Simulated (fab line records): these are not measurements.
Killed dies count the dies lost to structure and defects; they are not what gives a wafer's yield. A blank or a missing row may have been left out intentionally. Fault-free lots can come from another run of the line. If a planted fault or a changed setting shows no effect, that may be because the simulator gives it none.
Chamber matching -- flow n5 finfet -- N5_BEOL_M0_SAQP_PECVD_97 on pecvd-04: 3 sister chambers
The step deposits SiNx from SiH4/NH3/N2, target thk 23 nm, time 19.9 s. 6 wafers are shown with their chamber, then 8 later ones without.

WAFERS, EACH WITH ITS CHAMBER
wafer,chamber,throttle valve pct (%),showerhead plenum p Torr (Torr)
L080.2,0,43.7,5.23
L081.6,0,43.6,5.22
L091.3,2,39.9,5.19
L091.4,1,41.9,5.09
L091.6,2,40.0,5.18
L093.1,1,41.8,5.08

WAFERS MISSING THEIR CHAMBER
wafer,throttle valve pct (%),showerhead plenum p Torr (Torr)
L093.4,43.9,5.21
L093.6,40.1,5.18
L094.1,40.2,5.19
L094.2,41.7,5.09
L094.3,43.8,5.20
L095.3,40.1,5.19
L095.5,43.7,5.23
L095.6,39.9,5.19

WHICH CHAMBER EACH ONE RAN IN
wafer,from the rows above,in truth
L093.4,0,0
L093.6,2,2
L094.1,2,2
L094.2,1,1
L094.3,0,0
L095.3,2,2
L095.5,0,0
L095.6,2,2
Placed correctly: 8 of 8. Left unplaced by these rows: 0. Wrongly placed: 0.
How it was worked out, from the rows above alone: a wafer's distance from a chamber is the root of the sum, over the readings, of the square of ((its reading less the chamber's mean) divided by the reading's scatter). The wafer belongs to the nearest chamber; if the next one is less than 2 further off, it can't be placed. A chamber's mean is the mean of its shown wafers. The scatter: the root of (the sum of the squares of (reading less its chamber's mean) over the shown wafers, divided by (wafers less chambers)).
